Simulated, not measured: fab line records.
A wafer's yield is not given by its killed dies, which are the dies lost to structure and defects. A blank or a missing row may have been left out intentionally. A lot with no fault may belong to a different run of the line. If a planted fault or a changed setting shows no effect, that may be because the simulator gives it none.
Chamber matching -- flow n5_finfet -- 3 sister chambers for N5_BEOL_M2_CO_CAP_55 on cvd_co-01
The step material Co, precursor CCTBA/H2, target thk 2 nm, time 102.1 s. 6 wafers are shown with their chamber, then 6 later ones without.

== WAFERS WITH THEIR CHAMBER ==
wafer,chamber,heater_power_w (W),run_length_s (s)
L131.6,1,218,125.0
L148.3,2,194,124.2
L148.4,0,245,125.0
L148.6,2,194,123.7
L147.1,1,221,125.4
L147.4,0,247,124.9

== WAFERS MISSING THEIR CHAMBER ==
wafer,heater_power_w (W),run_length_s (s)
L147.5,212,125.6
L149.1,192,123.6
L149.4,187,123.7
L150.1,240,125.3
L150.3,213,125.4
L150.6,241,125.6

== CHAMBER TAKEN BY EACH ==
wafer,from the rows above,in truth
L147.5,1,1
L149.1,2,2
L149.4,2,2
L150.1,0,0
L150.3,1,1
L150.6,0,0
Correct placement for 6 of the 6. Left unplaced by these rows: 0. Wrongly placed: 0.
How it was worked out, from the rows above alone: a wafer's distance from a chamber is the root of the sum, over the readings, of the square of ((its reading less the chamber's mean) divided by the reading's scatter). The wafer belongs to the nearest chamber; if the next one is less than 2 further off, it can't be placed. The mean given for a chamber averages the wafers shown for that chamber. The scatter: take each reading less its chamber's mean, square it, sum over the shown wafers, divide by the number of wafers less the number of chambers, and take the root.
